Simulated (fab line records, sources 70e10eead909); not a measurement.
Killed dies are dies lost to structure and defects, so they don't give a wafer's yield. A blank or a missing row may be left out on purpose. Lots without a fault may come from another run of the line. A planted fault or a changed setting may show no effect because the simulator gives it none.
Which tool did it? | flow nand_harc | 6 lots, 18 wafers sampled, at 4 steps of a route of 1302

WHAT THE GAUGES READ, wafer by wafer
NHARC_END_WLT_00.
lot  | measured     | on        | VT_DECK1_BOTTOM
L686 | day 25 08:32 | prober-01 | 0.859 0.870 0.867
L702 | day 31 19:53 | prober-01 | 0.874 0.876 0.877
L704 | day 32 15:07 | prober-01 | 0.871 0.869 0.870
L706 | day 33 22:29 | prober-02 | 0.870 0.873 0.869

WHICH TOOL RAN EACH LOT (tool, then ch and the chambers of the sampled wafers, then the start)
lot  | NHARC_P_STI_HDPCVD_20          | NHARC_THIN_TSV_DESCUM_14           | NHARC_THIN_TSV_STRIP_62
L686 | hdpcvd-01 ch 0,1, day 4 11:59  | rie_diel-07 ch 1,2, day 24 08:45   | plasma_asher-01 ch 0,1, day 24 11:17
L693 | hdpcvd-01 ch 0,1, day 7 10:45  | -                                  | -
L695 | hdpcvd-01 ch 0,1, day 8 04:26  | -                                  | -
L702 | hdpcvd-01 ch 0,1, day 11 04:27 | rie_diel-07 ch 0,1,3, day 31 08:00 | plasma_asher-01 ch 0,1, day 31 10:27
L704 | hdpcvd-01 ch 1, day 12 01:18   | rie_diel-11 ch 1,2,3, day 32 02:43 | plasma_asher-01 ch 0,1, day 32 05:10
L706 | hdpcvd-01 ch 0,1, day 12 21:14 | rie_diel-03 ch 0,3, day 33 09:35   | plasma_asher-01 ch 0,1, day 33 12:05
- NHARC_P_STI_HDPCVD_20: deposits SiO2.
- NHARC_THIN_TSV_DESCUM_14: chemistry O2, time 3 s.
- NHARC_THIN_TSV_STRIP_62: strips in N2/H2, time 20 s.

THE ANSWER, worked out from the rows above alone
Rule: what is usual is taken from the lots themselves. Put in order of their means at a reading, lots are off if they are a third of the lots or fewer, leave a main group of 4 or more, and stand apart from it by a gap of 3 or more times the standard deviation of the main group's means; of several such gaps the widest counts. A main group whose means are all the same, to the digits that the tables above print for the reading, isn't used. A lot without any number at a reading at which 4 lots or more have one is off too. The other lots that the step has rows for count as sound.
No lot is off at any reading shown: from this, nothing can be told.

WHAT THE SIMULATOR HAD PUT IN
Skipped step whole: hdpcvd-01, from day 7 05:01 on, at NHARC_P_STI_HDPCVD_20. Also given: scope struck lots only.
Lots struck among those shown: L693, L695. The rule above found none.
